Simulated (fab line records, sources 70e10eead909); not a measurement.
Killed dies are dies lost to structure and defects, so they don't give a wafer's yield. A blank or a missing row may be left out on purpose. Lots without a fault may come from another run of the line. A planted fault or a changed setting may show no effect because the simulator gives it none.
Chamber matching | flow nand_harc | NHARC_A_STAIRCASE_TRIM_229 on rie_diel-03: 4 sister chambers
The step chemistry O2, time 211.2 s. 4 wafers are shown with their chamber, then 9 later ones without.

WAFERS WITH THEIR CHAMBER
wafer  | chamber | showerhead_plenum_p_Torr (Torr)
L083.5 | 0       | 3.44
L085.5 | 3       | 3.70
L086.4 | 2       | 3.36
L086.5 | 1       | 3.81

WAFERS WITHOUT THEIR CHAMBER
wafer  | showerhead_plenum_p_Torr (Torr)
L087.1 | 3.43
L087.2 | 3.36
L087.5 | 3.43
L090.1 | 3.35
L090.3 | 3.69
L090.5 | 3.69
L096.1 | 3.42
L096.4 | 3.68
L096.6 | 3.68

WHICH CHAMBER EACH WENT THROUGH
wafer  | from the rows above | in truth
L087.1 | 0                   | 0
L087.2 | 2                   | 2
L087.5 | 0                   | 0
L090.1 | 2                   | 2
L090.3 | 3                   | 3
L090.5 | 3                   | 3
L096.1 | 0                   | 0
L096.4 | 3                   | 3
L096.6 | 3                   | 3
Placed correctly: 9 of 9. Can't be placed from these rows: 0. Placed wrongly: 0.
How it was worked out, from the rows above alone: a wafer's distance from a chamber is the root of the sum, over the readings, of the square of ((its reading less the chamber's mean) divided by the reading's scatter). The wafer belongs to the nearest chamber; if the next one is less than 2 further off, it can't be placed. A chamber's mean is the mean of its shown wafers. The scatter: with one shown wafer a chamber, the root of the mean of the squares of how far each hidden wafer lies from its nearest shown one.
